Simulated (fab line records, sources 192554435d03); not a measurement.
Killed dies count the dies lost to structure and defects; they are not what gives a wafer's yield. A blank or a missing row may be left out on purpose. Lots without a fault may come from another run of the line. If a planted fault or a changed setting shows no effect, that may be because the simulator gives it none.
Lot-split experiment / flow n5_finfet / 7 lots, 21 wafers read, on a route of 1938 steps

## ON THE SPLIT
At N5_BEOL_M4_DESCUM_33 (chemistry O2, time 7 s), the setting time_s was moved away from the recipe's 7 s on 4 of the 21 wafers read, by -21.5% to +6.6%. All remaining wafers had this setting at the recipe value.

There is no step in the file separating the split from the reading.

## THE READING
CAR-EUV_of_BEOL_M4_COAT_22.thk_nm (the simulator's own value, which no gauge read), in nm, at N5_BEOL_M4_ETCH_77 (etches underlayer in N2/H2, target depth 6.5 nm, time 5.2 s). There is no usual value for it anywhere in the file. Across the 17 wafers here that went through the recipe, the average is 20.4 nm and the standard deviation 0.15 nm.

wafer=L076.1; tool, chamber at the split=rie_diel-04, 2; time_s as run, s=5.498; against the recipe=-21.5%; CAR-EUV_of_BEOL_M4_COAT_22.thk_nm, nm=21; against lot-mates on the recipe=+0.6
wafer=L076.2; tool, chamber at the split=rie_diel-04, 0; time_s as run, s=7; against the recipe=recipe; CAR-EUV_of_BEOL_M4_COAT_22.thk_nm, nm=20.4; against lot-mates on the recipe=-
wafer=L076.5; tool, chamber at the split=rie_diel-04, 3; time_s as run, s=7; against the recipe=recipe; CAR-EUV_of_BEOL_M4_COAT_22.thk_nm, nm=20.4; against lot-mates on the recipe=-
wafer=L075.1; tool, chamber at the split=rie_diel-01, 3,1,3; time_s as run, s=7; against the recipe=recipe; CAR-EUV_of_BEOL_M4_COAT_22.thk_nm, nm=20.6; against lot-mates on the recipe=-
wafer=L075.4; tool, chamber at the split=rie_diel-01, 3,1,3; time_s as run, s=7; against the recipe=recipe; CAR-EUV_of_BEOL_M4_COAT_22.thk_nm, nm=20.6; against lot-mates on the recipe=-
wafer=L075.5; tool, chamber at the split=rie_diel-01, 3,1,3; time_s as run, s=7; against the recipe=recipe; CAR-EUV_of_BEOL_M4_COAT_22.thk_nm, nm=20.6; against lot-mates on the recipe=-
wafer=L081.1; tool, chamber at the split=rie_diel-04, 3; time_s as run, s=7; against the recipe=recipe; CAR-EUV_of_BEOL_M4_COAT_22.thk_nm, nm=20.4; against lot-mates on the recipe=-
wafer=L081.4; tool, chamber at the split=rie_diel-04, 3; time_s as run, s=7; against the recipe=recipe; CAR-EUV_of_BEOL_M4_COAT_22.thk_nm, nm=20.4; against lot-mates on the recipe=-
wafer=L081.2; tool, chamber at the split=rie_diel-04, 2; time_s as run, s=5.735; against the recipe=-18.1%; CAR-EUV_of_BEOL_M4_COAT_22.thk_nm, nm=20.8; against lot-mates on the recipe=+0.4
wafer=L086.2; tool, chamber at the split=rie_diel-04, 0,2; time_s as run, s=7; against the recipe=recipe; CAR-EUV_of_BEOL_M4_COAT_22.thk_nm, nm=20.4; against lot-mates on the recipe=-
wafer=L086.3; tool, chamber at the split=rie_diel-04, 2; time_s as run, s=7; against the recipe=recipe; CAR-EUV_of_BEOL_M4_COAT_22.thk_nm, nm=20.2; against lot-mates on the recipe=-
wafer=L086.4; tool, chamber at the split=rie_diel-04, 0,2; time_s as run, s=7; against the recipe=recipe; CAR-EUV_of_BEOL_M4_COAT_22.thk_nm, nm=20.2; against lot-mates on the recipe=-
wafer=L085.1; tool, chamber at the split=rie_diel-01, 0,2; time_s as run, s=7.461; against the recipe=+6.6%; CAR-EUV_of_BEOL_M4_COAT_22.thk_nm, nm=20; against lot-mates on the recipe=-0.2
wafer=L085.4; tool, chamber at the split=rie_diel-01, 0,2; time_s as run, s=7.461; against the recipe=+6.6%; CAR-EUV_of_BEOL_M4_COAT_22.thk_nm, nm=20; against lot-mates on the recipe=-0.2
wafer=L085.5; tool, chamber at the split=rie_diel-01, 0; time_s as run, s=7; against the recipe=recipe; CAR-EUV_of_BEOL_M4_COAT_22.thk_nm, nm=20.2; against lot-mates on the recipe=-
wafer=L088.2; tool, chamber at the split=rie_diel-01, 1,3; time_s as run, s=7; against the recipe=recipe; CAR-EUV_of_BEOL_M4_COAT_22.thk_nm, nm=20.6; against lot-mates on the recipe=-
wafer=L088.5; tool, chamber at the split=rie_diel-01, 1,3; time_s as run, s=7; against the recipe=recipe; CAR-EUV_of_BEOL_M4_COAT_22.thk_nm, nm=20.6; against lot-mates on the recipe=-
wafer=L088.4; tool, chamber at the split=rie_diel-01, 2; time_s as run, s=7; against the recipe=recipe; CAR-EUV_of_BEOL_M4_COAT_22.thk_nm, nm=20.4; against lot-mates on the recipe=-
wafer=L095.4; tool, chamber at the split=rie_diel-02, 0,3; time_s as run, s=7; against the recipe=recipe; CAR-EUV_of_BEOL_M4_COAT_22.thk_nm, nm=20.4; against lot-mates on the recipe=-
wafer=L095.5; tool, chamber at the split=rie_diel-02, 2; time_s as run, s=7; against the recipe=recipe; CAR-EUV_of_BEOL_M4_COAT_22.thk_nm, nm=20.4; against lot-mates on the recipe=-
wafer=L095.6; tool, chamber at the split=rie_diel-02, 0,3; time_s as run, s=7; against the recipe=recipe; CAR-EUV_of_BEOL_M4_COAT_22.thk_nm, nm=20.2; against lot-mates on the recipe=-
When a row names more than one chamber, that row covers several wafers, and the file does not tell which wafer ran in which chamber.

FIT RESULTS
A straight line over all 21 wafers: CAR-EUV_of_BEOL_M4_COAT_22.thk_nm changes by -0.0296 nm for each +1% of time_s; r = -0.79; the points scatter about the line by 0.16 nm.
The same after taking each lot's own level away (the mean of its wafers on the recipe; 21 wafers): -0.0262 nm for each +1%; r = -0.93; scatter 0.068 nm.
On that fit, the largest move of time_s shifts the reading by 0.56 nm.
Across the lots, their own levels run from 20.20 to 20.60 nm, a range of 2.8 times the standard deviation given above.
So the lot-to-lot level blurs the effect unless lot-mates are compared.
Check: with one of the wafers moved furthest among these (-21.5%) left out of the fit, the line predicts +0.508 nm for it against its lot-mates. It came out at +0.6 nm against them.

## OTHER SPLITS ON THESE WAFERS
Before the reading, these wafers also passed through other splits. Each is held against what the fit with the lots' levels taken away leaves over:
other split on the same wafers=N5_BEOL_M3_EXPOSE_08 dose_mj; wafers away from the commonest value=6; r with CAR-EUV_of_BEOL_M4_COAT_22.thk_nm (lot level and that fit taken away)=-0.16
other split on the same wafers=N5_BEOL_M4_COAT_62 spin_rpm; wafers away from the commonest value=10; r with CAR-EUV_of_BEOL_M4_COAT_22.thk_nm (lot level and that fit taken away)=-0.35
other split on the same wafers=N5_BEOL_M4_EXPOSE_08 dose_mj; wafers away from the commonest value=5; r with CAR-EUV_of_BEOL_M4_COAT_22.thk_nm (lot level and that fit taken away)=+0.17

## THE WHOLE CHAIN: every reading that the file lists as answering this split, in the file's order
step=N5_BEOL_M4_DESCUM_33; what it does=chemistry O2, time 7 s; reading=CAR-EUV_of_BEOL_M4_COAT_22.thk_nm (the simulator's own value, which no gauge read); change (the file's fit)=-0.0327 nm for each +1% of the setting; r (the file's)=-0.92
step=N5_BEOL_M4_ETCH_77; what it does=etches underlayer in N2/H2, target depth 6.5 nm, time 5.2 s; reading=CAR-EUV_of_BEOL_M4_COAT_22.thk_nm (the simulator's own value, which no gauge read); change (the file's fit)=-0.0258 nm for each +1% of the setting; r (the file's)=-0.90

## FILE'S OWN FIT
CAR-EUV_of_BEOL_M4_COAT_22.thk_nm changes by -0.0258 nm for each +1% of time_s, r = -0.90.
